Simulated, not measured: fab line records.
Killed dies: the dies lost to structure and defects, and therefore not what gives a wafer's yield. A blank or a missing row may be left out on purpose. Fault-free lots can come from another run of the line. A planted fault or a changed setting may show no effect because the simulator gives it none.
Comparing a struck lot with a sound one	flow n5_finfet	39 steps out of a route of 1938
Sound: wafers L116.1, L116.3, L116.5. Struck: wafer L107.4. (L107.2, L107.6 of the same lot were not struck and are left out.) The cause comes at the end.
Order at every step that has rows: each side's tool, ch and its chambers, its first start. Under that, the readings that differ: sound wafers	struck wafers	difference of the means	sigmas: that difference in standard deviations of wafers without a fault.
alike: words and numbers the same on both sides, and readings whose means are apart by under 2 such deviations; not compared: readings that were withheld, readings missing a value for some wafer, numbers with overlapping values and no deviation given by the record, and bounds like >300 which may hide the same value.
Wherever a step has rows on one side only, a row that says differs or no value, or a row with sigmas, the two part there. Numbers that have no deviation but don't overlap get no sigmas and don't part them. Lack of a reading on every wafer of one side parts them only where that side has two or more wafers.

first, 12 steps without rows for these wafers: N5_BEOL_M2_ANNEAL_87 (time 240 s); N5_BEOL_M2_SPUTTER_88 (material Cu, target thk 4.5 nm, time 8.29 s); N5_BEOL_M2_ANNEAL_89 (time 240 s); N5_BEOL_M2_SPUTTER_90 (material Cu, target thk 4.5 nm, time 8.29 s); N5_BEOL_M2_ANNEAL_91 (time 240 s); N5_BEOL_M2_SPUTTER_92 (material Cu, target thk 4.5 nm, time 8.29 s); N5_BEOL_M2_ANNEAL_93 (time 240 s); N5_BEOL_M2_SPUTTER_94 (material Cu, target thk 4.5 nm, time 8.29 s); N5_BEOL_M2_ANNEAL_95 (time 240 s); N5_BEOL_M2_SPUTTER_96 (material Cu, target thk 4.5 nm, time 8.29 s); N5_BEOL_M2_ECD_50 (material Cu, target thk 300 nm); N5_BEOL_M2_ANNEAL_51 (time 90 s).
N5_BEOL_M2_CMP_52: polishes, stops on SiOC, t overpolish 6.8 s, target thk 40 nm.
  sound on cmp-03 ch 1,2, day 12 17:38; struck on cmp-02 ch 3, day 9 18:10
reading	sound	struck	difference	sigmas
barrier_field_endpoint_s (s)	25.0 24.6 24.4	41.1	+16.4	+30
overpolish_run_s (s)	6.798 6.803 6.820	0.033	-6.774	-99 or more
time_to_endpoint_s (s)	64.7 63.1 60.6	81.9	+19.1	+8
model.SiOC_of_BEOL_M2_ILD_DEP_00.thk_nm (nm)	76.2 75.4 76.6	79	+3	
  alike: motor_current_A, platen_rpm
N5_BEOL_M2_THK_MEAS_53: measures by xrf.
  sound: film_metro-02 at day 12 17:56; struck: film_metro-01 at day 9 18:25
reading	sound	struck	difference	sigmas
M2_THK (nm)	36.2 38.5 38.8	142.9	+105.1	+88
then, 4 steps without rows for these wafers: N5_BEOL_M2_PRE_CLEAN_60 (time 15 s); N5_BEOL_M2_CO_CAP_55 (material Co, precursor CCTBA/H2, target thk 2 nm, time 102.1 s); N5_BEOL_M2_PRE_CLEAN_56 (time 15 s); N5_BEOL_M2_DEP_57 (deposits SiCN from 3MS/NH3, target thk 8 nm, time 14 s).
N5_BEOL_M2_INSPECT_59: inspects for defects (darkfield).
  sound: defect_inspect-02 at day 12 18:13; struck: defect_inspect-02 at day 9 18:43
reading	sound	struck	difference	sigmas
raw_defect_count	148 60 137	5688	+5573	+99 or more
then, 18 steps without rows for these wafers: N5_BEOL_M3_ILD_DEP_00 (deposits SiOC from DEMS/O2, target thk 79 nm, time 15.3 s); N5_BEOL_M3_PECVD_72 (deposits SiO2 from TEOS/O2, target thk 16 nm, time 18 s); N5_BEOL_M3_HM_DEP_02 (deposits TiN, target thk 20 nm); N5_BEOL_M3_COAT_61 (time 60 s, resist thk 60 nm); N5_BEOL_M3_COAT_62 (time 60 s, resist thk 12 nm); N5_BEOL_M3_COAT_73 (time 60 s, resist thk 5 nm); N5_BEOL_M3_COAT_05 (resist thk 30 nm); N5_BEOL_M3_EBR_07; N5_BEOL_M3_SOFTBAKE_06 (time 60 s); N5_BEOL_M3_EXPOSE_08 (exposes mask M3); N5_BEOL_M3_PEB_09 (peb time 60 s); N5_BEOL_M3_DEVELOP_10 (develop time 30 s); N5_BEOL_M3_DESCUM_16 (chemistry O2, time 7 s); N5_BEOL_M3_ETCH_74 (etches underlayer in N2/H2, target depth 6.5 nm, time 5.2 s); N5_BEOL_M3_ETCH_63 (etches SiARC in CF4, target depth 15.6 nm, time 26 s); N5_BEOL_M3_ETCH_64 (etches SOC in N2/H2, target depth 75 nm, overetch 15 nm, time 112.5 s); N5_BEOL_M3_STRIP_65 (strips in N2/H2); N5_BEOL_M3_STRIP_75 (strips in N2/H2).
N5_BEOL_M4_RC_MEAS_101:
  the record has rows for the sound wafers here (prober-02 ch 0, day 13 12:50) and none for the struck ones
-- here the record skips 5 days between the struck wafers' starts before and after, leaving off in module BEOL_M4 and picking up in module PASSIVATION (first step shown: number 1936 of the route) --
N5_PASSIVATION_PROBE_49:
  sound: prober-02 at day 17 22:08; struck: prober-02 at day 14 21:32
reading	sound	struck	difference	sigmas
defect_limited_yield (%)	91.2 92.7 91.0	0	-92	-61
killed_at_M0_to_M3	42 32 52	1097	+1055	+96
killed_at_contacts	5 4 3	18	+14	+2
killed_dies	104 86 106	1180	+1081	+60
killed_on_rim	13 11 17	152	+138	+35
sort_n_pass	1076 1094 1074	0	-1081	-60
sort_yield_pct (%)	91.2 92.7 91.0	0	-92	-61
  alike: killed_at_M4_up, killed_at_front_end, killed_at_other, killed_open, killed_short, sort_bin_5_function, sort_bin_6_memory

WHERE THEY PART
At N5_BEOL_M2_CMP_52 first; at N5_PASSIVATION_PROBE_49 last (within this record only).

WHY: what the simulator had put in
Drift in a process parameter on cmp-02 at N5_BEOL_M2_CMP_52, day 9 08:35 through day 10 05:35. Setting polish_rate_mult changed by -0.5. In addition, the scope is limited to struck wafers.
